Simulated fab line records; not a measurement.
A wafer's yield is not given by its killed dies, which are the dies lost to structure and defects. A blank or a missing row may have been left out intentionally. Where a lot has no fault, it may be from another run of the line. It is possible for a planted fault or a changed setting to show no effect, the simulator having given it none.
2 desks, one fault -- flow n5 finfet -- what lay behind the numbers comes last; until then each desk has only its own

== FOR THE TOOL OWNER'S DESK: rie diel-03 ==
The tool's own readings at N5_BEOL_M12_ETCH_38 (etches SiCN in CF4/N2, target depth 68.7 nm, time 73.4 s): means of the sampled wafers that have a number, for each lot that ran on this tool. If a lot's mean is further than 4 standard deviations from the usual mean, the lot is out of limits and carries the mark OUT (the distance appears in the brackets).
Columns: A = bias w at N5_BEOL_M12_ETCH_38, usual 70.00 W; B = cf4 flow sccm at N5_BEOL_M12_ETCH_38, usual 60.02 sccm; C = drypump motor current A at N5_BEOL_M12_ETCH_38, usual 5.8 A; D = oes product au at N5_BEOL_M12_ETCH_38, usual 0.80 a.u.; E = rf vpp V at N5_BEOL_M12_ETCH_38, usual 382.8 V; F = showerhead plenum p Torr at N5_BEOL_M12_ETCH_38, usual 2.22 Torr; G = throttle valve pct at N5_BEOL_M12_ETCH_38, usual 15.45 %
lot,first seen here,A,B,C,D,E,F,G
L683,day 11 22:26,70.08,59.95,5.7,0.94,384.6,2.28,15.25
L697,day 15 16:22,69.94,60.11,5.7,0.80,383.0,2.24,15.48
L700,day 16 00:54,70.32,59.85,5.6,0.82,382.9,2.22,15.53
L702,day 16 01:00,69.83,60.05,5.6,0.76,382.1,2.17,15.48
Finding of this desk: none of the 4 lots has anything out of limits.

== AT THE METROLOGY DESK ==
Means of the sampled wafers that have a number, per lot and without regard to the tool the lot ran on: this is what the gauges read. If a lot's mean is further than 4 standard deviations from the usual mean, the lot is out of limits and carries the mark OUT (the distance appears in the brackets). Shown here are 7 of its 10 readings, the ones lying furthest out on some lot.
Columns: A = DIBL_N at N5_BEOL_M4_RC_MEAS_101, usual 35.9 mV/V; B = DIBL_P at N5_BEOL_M4_RC_MEAS_101, usual 35.9 mV/V; C = IOFF_N at N5_BEOL_M4_RC_MEAS_101, usual 0.156 nA/um; D = ION_N at N5_BEOL_M4_RC_MEAS_101, usual 675 uA/um; E = SS_N at N5_BEOL_M4_RC_MEAS_101, usual 71.4 mV/dec; F = SS_P at N5_BEOL_M4_RC_MEAS_101, usual 73.1 mV/dec; G = VT_P at N5_BEOL_M4_RC_MEAS_101, usual -250.2 mV
lot,first seen here,A,B,C,D,E,F,G
L680,day 8 04:08,35.7,33.9,0.155,669,71.7,72.8,-248.9
L683,day 9 05:26,36.7,38.2,0.184,685,71.7,73.3,-251.7
L687,day 10 06:52,36.1,35.4,0.140,663,71.9,72.9,-250.0
L688,day 10 09:53,35.4,34.6,0.142,670,70.5,73.1,-251.8
L693,day 11 16:08,35.0,34.4,0.156,683,71.4,72.7,-251.0
L697,day 12 19:05,36.7,38.7,0.182,684,71.4,73.5,-252.2
L700,day 13 05:27,38.2,37.9,0.173,674,71.9,74.1,-248.9
L698,day 13 05:36,35.4,37.2,0.147,665,71.7,72.9,-253.6
L702,day 13 10:26,38.1,37.4,0.185,681,71.6,73.8,-250.7
Finding of this desk: none of the 9 lots has anything out of limits.

== ALL TOGETHER ==
The desk of the tool owner found nothing out of limits.
Nothing out of limits was seen by the metrology desk.

== WHAT HAD BEEN PUT IN BY THE SIMULATOR ==
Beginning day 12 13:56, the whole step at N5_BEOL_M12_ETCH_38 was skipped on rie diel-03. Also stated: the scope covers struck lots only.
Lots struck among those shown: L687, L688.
